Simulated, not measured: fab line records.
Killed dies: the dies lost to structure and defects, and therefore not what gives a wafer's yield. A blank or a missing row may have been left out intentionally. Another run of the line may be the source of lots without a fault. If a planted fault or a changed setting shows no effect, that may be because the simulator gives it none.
Which tool did it? ; flow n5Finfet ; Sampling: 6 lots, 18 wafers, 3 of 1938 route steps

WHAT EACH GAUGE READ, for each wafer
N5_BEOL_M4_INSPECT_59: inspects for defects (darkfield).
lot;measured;on;rawDefectCount
L556;day 8 18:52;defectInspect-01;97 69 81
L563;day 10 20:58;defectInspect-02;40 51 78
L569;day 12 19:28;defectInspect-02;61 47 56
L572;day 13 23:22;defectInspect-01;60 98 40
L576;day 14 18:46;defectInspect-01;54 83 59
L579;day 15 04:50;defectInspect-02;40 45 63

WHAT TOOL EACH LOT RAN ON (gives the tool, then ch and the chambers of the sampled wafers, and finally the start)
lot;N5_BEOL_M4_ANNEAL_89;N5_BEOL_M4_DEP_57
L556;pvdSputter-01, day 8 12:10;pecvd-03 ch 0,1, day 8 18:46
L563;pvdSputter-01, day 10 16:38;pecvd-03 ch 0,1, day 10 20:52
L569;pvdSputter-01, day 12 17:35;pecvd-03 ch 0,1,2, day 12 19:22
L572;pvdSputter-01, day 13 21:29;pecvd-02 ch 0,1, day 13 23:17
L576;pvdSputter-01, day 14 16:53;pecvd-02 ch 0,1,2, day 14 18:41
L579;pvdSputter-02, day 15 02:55;pecvd-04 ch 0,2, day 15 04:45
- N5_BEOL_M4_ANNEAL_89: time 240 s.
- N5_BEOL_M4_DEP_57: deposits SiCN from 3MS/NH3, target thk 8 nm, time 14 s.

THE ANSWER, worked out from the rows above alone
Rule: usual is defined by the lots themselves. Put in order of their means at a reading, lots are off if they are a third of the lots or fewer, leave a main group of 4 or more, and stand apart from it by a gap of 3 or more times the standard deviation of the main group's means; of several such gaps the widest counts. The tables above print the reading to a certain number of digits; a main group whose means all agree to those digits is not used. A lot without any number at a reading at which 4 lots or more have one is off too. The other lots that the step has rows for count as sound.
None of the lots is off at any reading shown; this tells nothing.

WHAT THE SIMULATOR HAD PUT IN
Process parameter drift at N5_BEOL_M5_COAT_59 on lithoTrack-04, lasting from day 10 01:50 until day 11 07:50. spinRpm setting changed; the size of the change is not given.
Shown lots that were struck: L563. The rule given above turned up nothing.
